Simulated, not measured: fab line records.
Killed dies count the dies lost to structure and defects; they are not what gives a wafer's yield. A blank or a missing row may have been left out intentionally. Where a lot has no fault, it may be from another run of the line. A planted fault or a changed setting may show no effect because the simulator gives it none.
fab line records	flow n5_finfet
record: lots: 7	wafers: 21
route steps=1938 shown SD_EPI_N@288 SD_EPI_P@321 SD_ACTIVATION@330 HKMG_FIN@395 GATE_CUT@501 MOL_CONTACT_COAG@565 BEOL_M0_SAQP@632
start_h: start of the lot's first displayed wafer, in hours after the record's first day	wait_h: hours from the lot's prior step to this one	" unchanged from the row above	L1.1+2: one row covering several wafers at once	- no value, or no start given	* or withheld: withheld	< > ~ a bound
route shown NAME@n: names a module that has steps shown in the file, with the first one's number in the route	usual: mean/standard deviation of fault-free wafers	same: alike in all rows	chamber/n: place in a boat	sites: readings site by site	_std_site: the values' standard deviation	_edge_site: the outer-site mean with the inner-site mean subtracted	radius_mm: how far each site lies from the wafer's centre	mask NAME#n: copy n	behind: the last tool/chamber to shape the wafer	hold: reason for holding the lot/hours on hold/outcome of the hold	device: the n, p or np transistor that did not switch	end of line: the tests these same wafers got at the end of their route	for a step that has no rows: nothing shown but its recipe	killed: at the first sort, the dies lost to defects and structure; wafer yield is something else	map: a wafer's dies, x killed, . not, _ none there
set.NAME: setting as actually run; set.NAME@STEP: the setting as run at that earlier step	model.NAME: the simulator's own value behind a step, which no gauge read
one table per step and one row per wafer, for lots whose settings were changed on purpose
== steps ==
step: N5_SD_EPI_N_EPI_21
recipe: material: Si:P	dopant: P	temp_c: 680	pressure_torr: 255	time_s: 690
lot.wafer	tool	chamber	start_h	wait_h	set.epi_growth_time_s	model.Si-P_of_SD_EPI_N_EPI_21.thk_nm
L075.1	epi_rpcvd-01	0	60.50	0.1	690	59.2
L075.4	"	0	"	"	731.3	61.4
L075.5	"	0	"	"	731.3	61.2
L080.3	epi_rpcvd-01	0	91.81	0.7	690	59.8
L080.4	"	0	"	"	734.1	61.8
L080.6	"	0	"	"	690	59.6
L083.3	epi_rpcvd-01	0	107.07	0.9	739.2	60.2
L083.5	"	0	"	"	690	58
L083.6	"	0	"	"	739.2	61
L084.1+5	epi_rpcvd-04	0	110.38	0.2	690	60.2
L084.2	"	0	"	"	690	59.4
L085.4	epi_rpcvd-02	0	120.55	0.9	690	60.6
L085.5	"	0	"	"	715.6	62
L085.6	"	0	"	"	690	60
L090.2	epi_rpcvd-04	0	155.74	0.7	690	59.4
L090.3	"	0	"	"	662.6	57.6
L090.6	"	0	157.74	2.5	662.6	57.8
L092.1	epi_rpcvd-01	0	159.14	0.1	690	59
L092.2	"	0	"	"	665.8	58.6
L092.4	"	0	"	"	690	59.4
step: N5_SD_EPI_N_PRECLEAN_24
recipe: chemistry: O3/DIW	time_s: 60	temp_c: 22	o3_ppm: 10
step: N5_SD_EPI_P_EPI_21
recipe: material: SiGe:B	dopant: B	temp_c: 550	pressure_torr: 20	ambient: H2	time_s: 355
step: N5_SD_EPI_P_HM_STRIP_48
recipe: chemistry: H3PO4	temp_c: 160	material: SiNx	target: SiNx	target_depth_a: 30	overetch_fraction: 0.3
lot.wafer	tool	chamber	start_h	wait_h	set.epi_growth_time_s@SD_EPI_N_EPI_21	model.Si-P_of_SD_EPI_N_EPI_21.thk_nm
L075.1	wet_bench-01	3	66.78	0.0	690	58.6
L075.4	"	4	"	"	731.3	60.6
L075.5	"	0	"	"	731.3	60.4
L080.3	wet_bench-01	6	97.60	0.0	690	59.2
L080.4	"	7	"	"	734.1	61.2
L080.6	"	5	"	"	690	59
L083.3	wet_bench-01	4	113.26	0.0	739.2	59.4
L083.5	"	5	"	"	690	57.4
L083.6	"	6	"	"	739.2	60.4
L084.1	wet_bench-01	5	118.01	0.0	690	59.4
L084.2	"	6	"	"	690	58.8
L084.5	"	2	"	"	690	59.6
L085.4	wet_bench-06	5	125.93	0.0	690	59.8
L085.5	"	2	"	"	715.6	61.2
L085.6	"	3	"	"	690	59.2
L090.2	wet_bench-02	1	163.28	0.0	690	58.8
L090.3	"	5	"	"	662.6	57
L090.6	"	4	"	"	662.6	57.2
L092.1	wet_bench-01	7	165.49	0.0	690	58.2
L092.2	"	6	"	"	665.8	58
L092.4	"	0	"	"	690	58.8
step: N5_SD_EPI_P_SRD_49
recipe: dry: ipa_marangoni	time_s: 30	temp_c: 23	rinse_liquid: diw
step: N5_SD_EPI_P_PRECLEAN_24
recipe: chemistry: O3/DIW	time_s: 45	temp_c: 22	o3_ppm: 10
step: N5_SD_ACTIVATION_RTA_00
recipe: temp_c: 975	time_s: 0	ambient: N2	idle_temp_c: 600	ramp_up_c_per_s: 150	ramp_down_c_per_s: 60	cool_to_c: 600
step: N5_SD_ACTIVATION_LSA_01
recipe: temp_c: 1080	time_s: 0.0008	ambient: N2
step: N5_SD_ACTIVATION_RS_MEAS_03
recipe: thk_meas_gauge: four-point-probe
usual: RS_SD_N: 21.8/0.34	RS_SD_P: 56.2/0.91
lot.wafer	tool	chamber	start_h	wait_h	set.epi_growth_time_s@SD_EPI_N_EPI_21	RS_SD_N[ohm/sq]	RS_SD_P[ohm/sq]
L075.1	film_metro-01	-	67.37	0.2	690	21.9	58.1
L075.4	"	-	"	"	731.3	21.0	56.8
L075.5	"	-	"	"	731.3	21.2	57.7
L080.3	film_metro-01	-	98.21	0.2	690	21.6	57.2
L080.4	"	-	"	"	734.1	20.6	55.2
L080.6	"	-	"	"	690	21.5	56.4
L083.3	film_metro-02	-	113.95	0.2	739.2	21.6	55.7
L083.5	"	-	"	"	690	22.4	56.0
L083.6	"	-	"	"	739.2	21.1	54.8
L084.1	film_metro-01	-	118.83	0.2	690	21.4	54.5
L084.2	"	-	"	"	690	21.8	55.6
L084.5	"	-	"	"	690	21.6	56.5
L085.4	film_metro-02	-	126.56	0.1	690	21.4	56.5
L085.5	"	-	"	"	715.6	21.2	55.6
L085.6	"	-	"	"	690	21.5	56.4
L090.2	film_metro-01	-	163.88	0.2	690	21.6	56.3
L090.3	"	-	"	"	662.6	22.3	56.7
L090.6	"	-	"	"	662.6	22.1	56.4
L092.1	film_metro-02	-	166.06	0.2	690	22.0	56.5
L092.2	"	-	"	"	665.8	22.2	56.3
L092.4	"	-	"	"	690	21.6	56.8
step: N5_HKMG_FIN_EXPOSE_46
recipe: mask_id: NDIPOLE	na: 1.35	source_shape: conventional	sigma_outer: 0.8	polarization: unpolarized	dose_mj: 40
lot.wafer	tool	chamber	start_h	wait_h	mask	set.dose_mj
L075.1	arfi_scanner-02	0	80.45	-	NDIPOLE#0	40
L075.4+5	"	0	"	"	NDIPOLE#0	41.33
L080.3+6	arfi_scanner-01	0	114.46	-	NDIPOLE#0	40
L080.4	"	0	"	"	NDIPOLE#0	37.37
L083.3+5+6	arfi_scanner-03	0	127.72	-	NDIPOLE#0	40
L084.1+2+5	arfi_scanner-02	0	131.43	-	NDIPOLE#0	40
L085.4+5+6	arfi_scanner-03	0	138.94	-	NDIPOLE#0	40.89
L090.2	arfi_scanner-02	0	176.18	-	NDIPOLE#0	41.09
L090.3+6	"	0	"	"	NDIPOLE#0	40
L092.1+2+4	arfi_scanner-01	0	179.91	-	NDIPOLE#0	40
step: N5_HKMG_FIN_PEB_47
recipe: peb_temp_c: withheld	peb_time_s: 60	resist: CAR-ArF
step: N5_HKMG_FIN_DEVELOP_48
recipe: develop_time_s: 30	developer: TMAH	resist: CAR-ArF	rinse_liquid: diw	dry: air_spin	dev_temp_c: 23
step: N5_HKMG_FIN_CD_MEAS_49
recipe: target_cd_nm: 202	landing_energy_ev: 500	detector: se_inlens	polarity: opening
usual: cd_nm: 201.8/0.72
lot.wafer	tool	chamber	start_h	wait_h	set.dose_mj@HKMG_FIN_EXPOSE_46	cd_nm
L075.1	cd_sem-03	0	80.58	-	40	202.0
L075.4	"	0	"	"	41.33	204.7
L075.5	"	0	"	"	41.33	204.8
L080.3	cd_sem-01	0	114.58	-	40	203.0
L080.4	"	0	"	"	37.37	198.0
L080.6	"	0	"	"	40	202.0
L083.3	cd_sem-03	0	127.83	-	40	203.6
L083.5	"	0	"	"	40	203.6
L083.6	"	0	"	"	40	202.6
L084.1	cd_sem-01	0	131.56	-	40	201.2
L084.2	"	0	"	"	40	201.2
L084.5	"	0	"	"	40	201.3
L085.4	cd_sem-02	0	139.05	-	40.89	204.3
L085.5	"	0	"	"	40.89	202.3
L085.6	"	0	"	"	40.89	202.5
L090.2	cd_sem-03	0	176.30	-	41.09	203.2
L090.3	"	0	"	"	40	201.5
L090.6	"	0	"	"	40	201.8
L092.1	cd_sem-01	0	180.03	-	40	201.9
L092.2	"	0	"	"	40	201.0
L092.4	"	0	"	"	40	201.0
step: N5_HKMG_FIN_DESCUM_53
recipe: chemistry: O2	time_s: 7.9	source_power_w: 50	bias_power_w: 20	pressure_mtorr: 20	rf_frequency_hz: 2.712e+07	temp_c: 40	resist: CAR-ArF	o2_flow_sccm: 225
step: N5_HKMG_FIN_ETCH_54
recipe: chemistry: CF4	target: SiARC	target_depth_a: 455	mask_material: CAR-ArF	time_s: 75.8	ion_energy_ev: 80	pressure_mtorr: 40	source_w: 545	bias_w: 36	Ar_flow_sccm: 100	cf4_flow_sccm: 100	ends: cleared
lot.wafer	tool	chamber	start_h	wait_h	set.dose_mj@HKMG_FIN_EXPOSE_46	model.HKMG_FIN.cd_offset_nm
L075.1	rie_diel-03	0	80.70	0.0	40	0
L075.4+5	"	0,1	"	"	41.33	2.6
L080.3	rie_diel-06	2	115.25	0.0	40	0.6
L080.4	"	0	"	"	37.37	-3.8
L080.6	"	2	"	"	40	0
L083.3	rie_diel-03	1	128.18	0.0	40	1.2
L083.5	"	0	"	"	40	1.4
L083.6	"	3	"	"	40	0.2
L084.1	rie_diel-06	2	131.80	0.0	40	-1
L084.2+5	"	1,2	"	"	40	-0.6
L085.4	rie_diel-06	0	139.17	0.0	40.89	1.6
L085.5	"	0	"	"	40.89	0.4
L085.6	"	3	"	"	40.89	0.2
L090.2	rie_diel-06	3	176.42	0.0	41.09	1
L090.3	"	0	"	"	40	-0.8
L090.6	"	3	"	"	40	-0.6
L092.1	rie_diel-03	3	180.26	0.0	40	-0.6
L092.2	"	0	"	"	40	-1.4
L092.4	"	1	"	"	40	-1
step: N5_HKMG_FIN_ETCH_55
recipe: chemistry: N2/H2	target: SOC	target_depth_a: 2400	temp_c: 40	time_s: 300	ion_energy_ev: 200	mask_material: SiARC	pressure_mtorr: 30	source_w: 840	bias_w: 150	n2_flow_sccm: 200	h2_flow_sccm: 200
usual: rf_vpp_V: 523.8/2.3
lot.wafer	tool	chamber	start_h	wait_h	set.bias_w	rf_vpp_V	model.HKMG_FIN.feature_depth_nm	model.etch.depth_nm	model.SiARC_of_HKMG_FIN_COAT_42.thk_nm
L075.1	rie_diel-03	0	80.76	0.0	126.3	472.8	222.6	222.5	23.8
L075.4	"	0	"	"	126.3	474.2	223.2	223.3	23.6
L075.5	"	1	"	"	150	525.8	236.4	236.4	21.2
L080.3	rie_diel-06	2	115.30	0.0	131.8	480.9	217.4	217.4	23.6
L080.4	"	0	"	"	150	522.0	239.4	239.5	21.2
L080.6	"	2	"	"	150	521.8	229.6	229.6	21.6
L083.3	rie_diel-03	1	128.24	0.0	150	526.7	236.6	236.5	21.2
L083.5	"	0	"	"	150	527.7	243.2	243.2	20.8
L083.6	"	3	"	"	150	524.9	245.4	245.4	21
L084.1	rie_diel-06	2	131.86	0.0	150	521.9	229.4	229.3	21.6
L084.2	"	1	"	"	150	521.9	242.4	242.4	20.6
L084.5	"	2	"	"	150	521.5	229.2	229.1	21.8
L085.4	rie_diel-06	0	139.22	0.0	150	522.7	238.6	238.5	21.4
L085.5	"	0	"	"	161	546.4	250.2	250.2	20
L085.6	"	3	"	"	161	549.4	254.2	254.1	19.6
L090.2	rie_diel-06	3	176.48	0.0	150	524.5	238.4	238.4	21.2
L090.3	"	0	"	"	134.3	486.6	224.4	224.4	23.2
L090.6	"	3	"	"	150	525.6	240.8	240.9	21
L092.1	rie_diel-03	3	180.32	0.0	150	524.9	243.8	243.8	21
L092.2	"	0	"	"	123.7	468.5	217.6	217.6	24
L092.4	"	1	"	"	123.7	465.7	212	212.1	24.2
step: N5_HKMG_FIN_ETCH_58
recipe: chemistry: N2/H2	target: SOC	target_depth_a: 2158	ion_energy_ev: 50	bias_w: 13	time_s: 741	pressure_mtorr: 30	source_w: 875	n2_flow_sccm: 200	h2_flow_sccm: 200
usual: rf_vpp_V: 99.1/0.99
lot.wafer	tool	chamber	start_h	wait_h	set.source_w	rf_vpp_V	model.SOC_of_HKMG_FIN_COAT_41.thk_nm	model.etch.depth_nm	model.HKMG_FIN.feature_depth_nm
L075.1	rie_diel-03	0	80.97	0.0	875	100.4	80.2	219.1	219
L075.4	"	0	"	"	875	99.3	82	218.4	218.4
L075.5	"	1	"	"	875	99.6	90.6	209.5	209.6
L080.3	rie_diel-06	2	115.51	0.0	875	99.2	92.6	206.4	206.4
L080.4	"	0	"	"	722.4	106.8	118.2	180.6	180.6
L080.6	"	2	"	"	722.4	104.8	123.8	174.8	174.8
L083.3	rie_diel-03	1	128.45	0.0	875	100.4	88.6	209.9	210
L083.5	"	0	"	"	875	99.1	82	217	217
L083.6	"	3	"	"	875	98.9	79.4	220.1	220.2
L084.1	rie_diel-06	2	132.07	0.0	875	98.2	93.4	206.5	206.6
L084.2	"	1	"	"	875	99.6	82.2	217.5	217.4
L084.5	"	2	"	"	875	98.7	92.2	206.5	206.4
L085.4	rie_diel-06	0	139.43	0.0	875	97.8	88.4	211.8	211.8
L085.5	"	0	"	"	802.8	102.8	102.4	197.5	197.6
L085.6	"	3	"	"	875	101.1	83.8	216.9	217
L090.2	rie_diel-06	3	176.69	0.0	723.1	105.8	117.6	183	183
L090.3	"	0	"	"	875	98.5	87	213.2	213.2
L090.6	"	3	"	"	723.1	105.5	118.6	181.3	181.4
L092.1	rie_diel-03	3	180.53	0.0	875	98.2	81.8	218.4	218.4
L092.2	"	0	"	"	875	99.7	83	216.7	216.8
L092.4	"	1	"	"	875	98.7	92.6	207.2	207.2
step: N5_GATE_CUT_CUT_ETCH_54
recipe: chemistry: Cl2/BCl3	target: TiN	mask_material: SiO2	target_depth_a: 967	pressure_mtorr: 10	icp_w: 1000	bias_w: 126	Cl2_flow_sccm: 53.25	bcl3_flow_sccm: 21.75	Ar_flow_sccm: 25	ends: cleared
usual: etch_rf_on_time_s: 36.3/1.2
lot.wafer	tool	chamber	start_h	wait_h	set.icp_w	etch_rf_on_time_s
L075.1	rie_metal-02	1	92.83	0.0	1000	35.5
L075.4	"	0	"	"	1000	36.8
L075.5	"	0	"	"	1000	36.7
L080.3	rie_metal-03	0	127.90	0.0	907.2	40.8
L080.4	"	1	"	"	907.2	38.6
L080.6	"	0	"	"	907.2	40.7
L083.3	rie_metal-02	0	140.39	0.0	1000	36.8
L083.5	"	1	"	"	1000	34.5
L083.6	"	0	"	"	858	42.4
L084.1	rie_metal-02	0	143.70	0.0	1000	36.9
L084.2	"	1	"	"	1000	34.7
L084.5	"	0	"	"	1000	36.7
L085.4	rie_metal-02	0	151.74	0.0	822.5	43.4
L085.5	"	0	"	"	1000	36.4
L085.6	"	1	"	"	1000	34.2
L090.2	rie_metal-03	0	188.86	0.0	911.5	40.7
L090.3	"	1	"	"	911.5	38.1
L090.6	"	0	"	"	1000	37.7
L092.1	rie_metal-03	1	192.75	0.0	1000	35.9
L092.2	"	0	"	"	1000	38.0
L092.4	"	0	"	"	1000	37.9
step: N5_MOL_CONTACT_COAG_COAT_76
recipe: resist: SiARC	temp_c: 220	time_s: 60	spin_rpm: 1500	resist_thk_nm: 10
lot.wafer	tool	chamber	start_h	wait_h	set.spin_rpm	model.SiARC_of_MOL_CONTACT_COAG_COAT_76.thk_nm
L075.1+5	litho_track-03	0	-	-	1500	10
L075.4	"	0	"	"	1411	10.4
L080.3	litho_track-03	0	-	-	1408	10.4
L080.4+6	"	0	"	"	1500	10
L083.3+5	litho_track-04	0	-	-	1452	10.2
L083.6	"	0	"	"	1500	10
L084.1+2+5	litho_track-03	0	-	-	1500	10
L085.4+5	litho_track-04	0	-	-	1500	10
L085.6	"	0	"	"	1398	10.4
L090.2+6	litho_track-04	0	-	-	1500	10
L090.3	"	0	"	"	1627	9.6
L092.1+2+4	litho_track-03	0	-	-	1500	10
step: N5_MOL_CONTACT_COAG_COAT_77
recipe: resist: underlayer	temp_c: 205	time_s: 60	spin_rpm: 1500	resist_thk_nm: 10
step: N5_MOL_CONTACT_COAG_COAT_78
recipe: resist: CAR-EUV	spin_rpm: 1500	resist_thk_nm: 40
step: N5_MOL_CONTACT_COAG_DESCUM_88
recipe: chemistry: O2	time_s: 7	source_power_w: 50	bias_power_w: 20	pressure_mtorr: 20	rf_frequency_hz: 2.712e+07	temp_c: 40	resist: CAR-EUV	o2_flow_sccm: 225
step: N5_MOL_CONTACT_COAG_ETCH_89
recipe: chemistry: N2/H2	target: underlayer	target_depth_a: 130	mask_material: CAR-EUV	time_s: 10.4	ion_energy_ev: 200	pressure_mtorr: 30	source_w: 840	bias_w: 150	n2_flow_sccm: 200	h2_flow_sccm: 200	ends: cleared
step: N5_MOL_CONTACT_COAG_ETCH_90
recipe: chemistry: CF4	target: SiARC	target_depth_a: 130	mask_material: CAR-EUV	time_s: 21.7	ion_energy_ev: 80	pressure_mtorr: 40	source_w: 545	bias_w: 36	Ar_flow_sccm: 100	cf4_flow_sccm: 100	ends: cleared
lot.wafer	tool	chamber	start_h	wait_h	set.spin_rpm@MOL_CONTACT_COAG_COAT_76	model.etch.depth_nm
L075.1	rie_diel-02	0	109.65	0.0	1500	9.982
L075.4	"	1	"	"	1411	10.3
L075.5	"	2	"	"	1500	10.01
L080.3	rie_diel-03	0	141.07	0.0	1408	10.34
L080.4+6	"	1	"	"	1500	10.01
L083.3	rie_diel-02	2	153.02	0.0	1452	10.17
L083.5	"	1	"	"	1452	10.15
L083.6	"	0	"	"	1500	9.98
L084.1	rie_diel-06	2	156.15	0.0	1500	10.01
L084.2	"	0	"	"	1500	9.998
L084.5	"	1	"	"	1500	9.992
L085.4	rie_diel-02	2	165.24	0.0	1500	9.984
L085.5	"	3	"	"	1500	9.967
L085.6	"	0	"	"	1398	10.33
L090.2	rie_diel-06	1	204.70	0.0	1500	10.03
L090.3	"	2	"	"	1627	9.635
L090.6	"	0	"	"	1500	10.01
L092.1+2	rie_diel-06	2,1	206.33	0.0	1500	10.03
L092.4	"	3	"	"	1500	10.02
step: N5_MOL_CONTACT_COAG_ALD_131
recipe: material: SiO2	target_thk_a: 50	temp_c: 100	ald_precursor_family: BDEAS	ald_co_reactant: O2-plasma	pulse_time_s: 1	co_reactant_pulse_time_s: 1	purge_time_s: 2	co_reactant_purge_time_s: 2	ald_cycles: 35	pressure_torr: 2
step: N5_MOL_CONTACT_COAG_ETCHBACK_132
recipe: chemistry: CHF3	target: SiO2	target_depth_a: 100	time_s: 6.7	ion_energy_ev: 200	pressure_mtorr: 30	source_w: 610	bias_w: 170	Ar_flow_sccm: 200	CHF3_flow_sccm: 50
step: N5_MOL_CONTACT_COAG_ETCH_91
recipe: chemistry: N2/H2	target: SOC	target_depth_a: 600	overetch_a: 210	mask_material: SiARC	temp_c: 40	time_s: 101.2	ion_energy_ev: 200	pressure_mtorr: 30	source_w: 840	bias_w: 150	n2_flow_sccm: 200	h2_flow_sccm: 200
lot.wafer	tool	chamber	start_h	wait_h	set.spin_rpm@MOL_CONTACT_COAG_COAT_76	model.SiARC_of_MOL_CONTACT_COAG_COAT_76.thk_nm
L075.1+5	rie_diel-03	0	110.34	0.0	1500	5.8
L075.4	"	3	"	"	1411	6
L080.3	rie_diel-03	2	142.44	0.0	1408	6.2
L080.4+6	"	3,1	"	"	1500	5.8
L083.3	rie_diel-06	0	153.32	0.0	1452	6
L083.5	"	2	"	"	1452	6.2
L083.6	"	1	"	"	1500	5.6
L084.1+2+5	rie_diel-06	3,0,1	156.61	0.0	1500	5.8
L085.4	rie_diel-02	2	165.54	0.0	1500	5.8
L085.5	"	0	"	"	1500	6
L085.6	"	3	"	"	1398	6.2
L090.2+6	rie_diel-02	2,0	205.30	0.0	1500	6
L090.3	"	3	"	"	1627	5.6
L092.1+2+4	rie_diel-02	3,2,0	206.62	0.0	1500	6
step: N5_BEOL_M0_SAQP_PECVD_00
recipe: material: SiCN	target_thk_a: 80	temp_c: withheld	precursor: 3MS/NH3	pressure_torr: 3	rf_w: 202	time_s: 14
lot.wafer	tool	chamber	start_h	wait_h	set.time_s	model.SiCN_of_BEOL_M0_SAQP_PECVD_00.thk_nm
L075.1	pecvd-01	2	116.89	0.2	11.94	6.6
L075.4	"	1	"	"	14	8
L075.5	"	2	"	"	14	7.8
L080.3	pecvd-01	0	148.44	0.1	14	7.8
L080.4+6	"	0,1	"	"	14	8
L083.3	pecvd-01	1	159.29	0.1	14	7.8
L083.5+6	"	0,2	"	"	15.61	9
L084.1	pecvd-04	2	173.05	0.2	14	8.2
L084.2	"	0	"	"	14	7.8
L084.5	"	2	"	"	14	8
L085.4+5	pecvd-01	1,0	173.06	0.1	15	8.6
L085.6	"	2	"	"	14	8
L090.2	pecvd-01	1	212.07	0.2	14	8
L090.3	"	0	"	"	14	8.2
L090.6	"	1	"	"	15.23	8.8
L092.1+4	pecvd-04	0,1	215.07	0.2	15.09	8.6
L092.2	"	2	"	"	14	8
== key ==
split: step: N5_SD_EPI_N_EPI_21	setting: epi_growth_time_s	stated: 690	by: wafer
response: step: N5_SD_EPI_N_EPI_21	reading: model.Si-P_of_SD_EPI_N_EPI_21.thk_nm	change: +0.352	per: 1%	r: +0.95
response: step: N5_SD_EPI_P_HM_STRIP_48	reading: model.Si-P_of_SD_EPI_N_EPI_21.thk_nm	change: +0.339	per: 1%	r: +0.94
response: step: N5_SD_ACTIVATION_RS_MEAS_03	reading: RS_SD_N	change: -0.137	per: 1%	r: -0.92
split: step: N5_HKMG_FIN_EXPOSE_46	setting: dose_mj	stated: 40	by: wafer
response: step: N5_HKMG_FIN_CD_MEAS_49	reading: cd_nm	change: +0.692	per: 1%	r: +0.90
response: step: N5_HKMG_FIN_ETCH_54	reading: model.HKMG_FIN.cd_offset_nm	change: +0.652	per: 1%	r: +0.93
split: step: N5_HKMG_FIN_ETCH_55	setting: bias_w	stated: 150	by: wafer
response: step: N5_HKMG_FIN_ETCH_55	reading: rf_vpp_V	change: +3.37	per: 1%	r: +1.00
response: step: N5_HKMG_FIN_ETCH_55	reading: model.HKMG_FIN.feature_depth_nm	change: +1.37	per: 1%	r: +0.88
response: step: N5_HKMG_FIN_ETCH_55	reading: model.etch.depth_nm	change: +1.37	per: 1%	r: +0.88
response: step: N5_HKMG_FIN_ETCH_55	reading: model.SiARC_of_HKMG_FIN_COAT_42.thk_nm	change: -0.178	per: 1%	r: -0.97
split: step: N5_HKMG_FIN_ETCH_58	setting: source_w	stated: 875	by: wafer
response: step: N5_HKMG_FIN_ETCH_58	reading: rf_vpp_V	change: -0.398	per: 1%	r: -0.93
response: step: N5_HKMG_FIN_ETCH_58	reading: model.SOC_of_HKMG_FIN_COAT_41.thk_nm	change: -1.74	per: 1%	r: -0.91
response: step: N5_HKMG_FIN_ETCH_58	reading: model.etch.depth_nm	change: +1.75	per: 1%	r: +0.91
response: step: N5_HKMG_FIN_ETCH_58	reading: model.HKMG_FIN.feature_depth_nm	change: +1.75	per: 1%	r: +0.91
split: step: N5_GATE_CUT_CUT_ETCH_54	setting: icp_w	stated: 1000	by: wafer
response: step: N5_GATE_CUT_CUT_ETCH_54	reading: etch_rf_on_time_s	change: *	per: 1%	r: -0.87
split: step: N5_MOL_CONTACT_COAG_COAT_76	setting: spin_rpm	stated: 1500	by: wafer
response: step: N5_MOL_CONTACT_COAG_COAT_76	reading: model.SiARC_of_MOL_CONTACT_COAG_COAT_76.thk_nm	change: -0.0576	per: 1%	r: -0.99
response: step: N5_MOL_CONTACT_COAG_ETCH_90	reading: model.etch.depth_nm	change: -0.0502	per: 1%	r: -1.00
response: step: N5_MOL_CONTACT_COAG_ETCH_91	reading: model.SiARC_of_MOL_CONTACT_COAG_COAT_76.thk_nm	change: -0.0531	per: 1%	r: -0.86
split: step: N5_BEOL_M0_SAQP_PECVD_00	setting: time_s	stated: 14	by: wafer
response: step: N5_BEOL_M0_SAQP_PECVD_00	reading: model.SiCN_of_BEOL_M0_SAQP_PECVD_00.thk_nm	change: +0.0894	per: 1%	r: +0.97
